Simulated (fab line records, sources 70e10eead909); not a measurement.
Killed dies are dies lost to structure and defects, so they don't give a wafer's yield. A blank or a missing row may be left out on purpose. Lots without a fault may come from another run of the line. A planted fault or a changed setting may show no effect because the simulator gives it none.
Chamber matching | flow nand_harc | NHARC_P_M2_ETCH_15 on rie_diel-02: 4 sister chambers
The step etches the open film in C4F8/Ar, target depth 182.5 nm, time 91.2 s. 4 wafers are shown with their chamber, then 7 later ones without.

WAFERS WITH THEIR CHAMBER
wafer  | chamber | rf_vpp_V (V)
L279.5 | 2       | 442.7
L285.6 | 3       | 438.9
L290.1 | 0       | 438.8
L290.3 | 1       | 443.8

WAFERS WITHOUT THEIR CHAMBER
wafer  | rf_vpp_V (V)
L290.6 | 440.2
L294.1 | 442.7
L294.5 | 442.7
L294.6 | 439.6
L293.2 | 441.1
L293.3 | 438.4
L293.6 | 443.8

WHICH CHAMBER EACH WENT THROUGH
wafer  | from the rows above               | in truth
L290.6 | can't be placed: 3 or 0 or 2      | 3
L294.1 | can't be placed: 2 or 1           | 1
L294.5 | can't be placed: 2 or 1           | 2
L294.6 | can't be placed: 3 or 0           | 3
L293.2 | can't be placed: 2 or 3 or 0 or 1 | 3
L293.3 | can't be placed: 0 or 3           | 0
L293.6 | can't be placed: 1 or 2           | 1
Placed correctly: 0 of 7. Can't be placed from these rows: 7 (the true chamber is among the candidates in 7). Placed wrongly: 0.
How it was worked out, from the rows above alone: a wafer's distance from a chamber is the root of the sum, over the readings, of the square of ((its reading less the chamber's mean) divided by the reading's scatter). The wafer belongs to the nearest chamber; if the next one is less than 2 further off, it can't be placed. A chamber's mean is the mean of its shown wafers. The scatter: with one shown wafer a chamber, the root of the mean of the squares of how far each hidden wafer lies from its nearest shown one.
